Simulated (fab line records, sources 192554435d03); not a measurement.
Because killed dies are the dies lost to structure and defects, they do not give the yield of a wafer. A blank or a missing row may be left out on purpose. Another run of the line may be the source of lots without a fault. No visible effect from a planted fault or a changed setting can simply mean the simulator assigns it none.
Chamber matching ; flow n5Finfet ; N5_FIN_SAQP_PECVD_47 on pecvd-03 has 3 sister chambers
The step deposits a-Si from SiH4/He, target thk 45 nm, time 36.3 s. 3 wafers are shown with their chamber, then 11 later ones without.

WAFERS PAIRED WITH THEIR CHAMBERS
wafer;chamber;showerheadPlenumPTorr (Torr)
L090.4;1;5.74
L090.6;0;5.67
L092.1;2;5.62

WAFERS WITH NO CHAMBER GIVEN
wafer;showerheadPlenumPTorr (Torr)
L092.4;5.64
L092.6;5.69
L094.2;5.75
L094.3;5.68
L094.6;5.76
L095.1;5.75
L095.3;5.67
L095.5;5.67
L096.1;5.67
L096.2;5.62
L096.5;5.67

WHICH CHAMBER EACH ONE RAN IN
wafer;from the rows above;in truth
L092.4;can't be placed: 2 or 0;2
L092.6;0;0
L094.2;1;1
L094.3;0;0
L094.6;1;1
L095.1;1;1
L095.3;0;0
L095.5;0;0
L096.1;0;0
L096.2;2;2
L096.5;0;0
Correct placement for 10 of the 11. Cannot be placed on the basis of these rows: 1; the candidates contain the true chamber in 1. Number placed wrongly: 0.
How it was worked out, from the rows above alone: a wafer's distance from a chamber is the root of the sum, over the readings, of the square of ((its reading less the chamber's mean) divided by the reading's scatter). If the next closest chamber is less than 2 further off than the closest, the wafer can't be placed; otherwise it belongs to the closest. The mean given for a chamber averages the wafers shown for that chamber. The scatter: root of mean squared gap, hidden wafer to nearest shown wafer, with one shown wafer a chamber.
